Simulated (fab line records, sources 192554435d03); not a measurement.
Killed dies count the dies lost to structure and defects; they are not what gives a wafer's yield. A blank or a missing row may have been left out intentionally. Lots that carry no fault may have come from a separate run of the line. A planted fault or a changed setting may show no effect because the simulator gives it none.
Matching of chambers || flow n5_finfet || N5_GATE_CUT_CMP_23 on cmp-03: 4 sister chambers
The step polishes, stops on SiO2, t overpolish 23.4 s, target thk 16 nm. 8 wafers are shown with their chamber, then 8 later ones without.

## WAFERS PAIRED WITH THEIR CHAMBERS
{"wafer": "L076.6", "chamber": 3, "motor_current_A (A)": 9.3, "time_to_endpoint_s (s)": 21.8}
{"wafer": "L077.6", "chamber": 0, "motor_current_A (A)": 9.8, "time_to_endpoint_s (s)": 20.3}
{"wafer": "L080.1", "chamber": 0, "motor_current_A (A)": 9.8, "time_to_endpoint_s (s)": 18.8}
{"wafer": "L080.4", "chamber": 2, "motor_current_A (A)": 7.7, "time_to_endpoint_s (s)": 16.4}
{"wafer": "L082.1", "chamber": 3, "motor_current_A (A)": 9.8, "time_to_endpoint_s (s)": 18.5}
{"wafer": "L082.2", "chamber": 2, "motor_current_A (A)": 7.9, "time_to_endpoint_s (s)": 17.9}
{"wafer": "L082.3", "chamber": 1, "motor_current_A (A)": 10.8, "time_to_endpoint_s (s)": 18.5}
{"wafer": "L083.3", "chamber": 1, "motor_current_A (A)": 10.5, "time_to_endpoint_s (s)": 18.4}

## WAFERS WITH NO CHAMBER GIVEN
{"wafer": "L083.4", "motor_current_A (A)": 9.7, "time_to_endpoint_s (s)": 21.3}
{"wafer": "L083.5", "motor_current_A (A)": 7.3, "time_to_endpoint_s (s)": 19.1}
{"wafer": "L088.1", "motor_current_A (A)": 10.4, "time_to_endpoint_s (s)": 15.6}
{"wafer": "L088.3", "motor_current_A (A)": 7.4, "time_to_endpoint_s (s)": 17.9}
{"wafer": "L088.5", "motor_current_A (A)": 7.5, "time_to_endpoint_s (s)": 16.4}
{"wafer": "L089.1", "motor_current_A (A)": 7.3, "time_to_endpoint_s (s)": 17.5}
{"wafer": "L089.5", "motor_current_A (A)": 9.4, "time_to_endpoint_s (s)": 20.3}
{"wafer": "L089.6", "motor_current_A (A)": 7.9, "time_to_endpoint_s (s)": 17.4}

## THE CHAMBER EACH PASSED THROUGH
{"wafer": "L083.4", "from the rows above": "can't be placed: 3 or 0", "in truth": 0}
{"wafer": "L083.5", "from the rows above": 2, "in truth": 2}
{"wafer": "L088.1", "from the rows above": "can't be placed: 1 or 0", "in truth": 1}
{"wafer": "L088.3", "from the rows above": 2, "in truth": 2}
{"wafer": "L088.5", "from the rows above": 2, "in truth": 2}
{"wafer": "L089.1", "from the rows above": 2, "in truth": 2}
{"wafer": "L089.5", "from the rows above": "can't be placed: 3 or 0", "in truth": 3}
{"wafer": "L089.6", "from the rows above": 2, "in truth": 2}
Correct placement for 5 of the 8. Not placeable from these rows: 3 (in 3, the candidates include the true chamber). Wrongly placed: 0.
How it was worked out, from the rows above alone: a wafer's distance from a chamber is the root of the sum, over the readings, of the square of ((its reading less the chamber's mean) divided by the reading's scatter). If the next closest chamber is less than 2 further off than the closest, the wafer can't be placed; otherwise it belongs to the closest. The mean given for a chamber averages the wafers shown for that chamber. How the scatter is found: for the shown wafers, subtract from each reading the mean of its chamber, square and add these, divide the total by (wafers less chambers), then take the root.
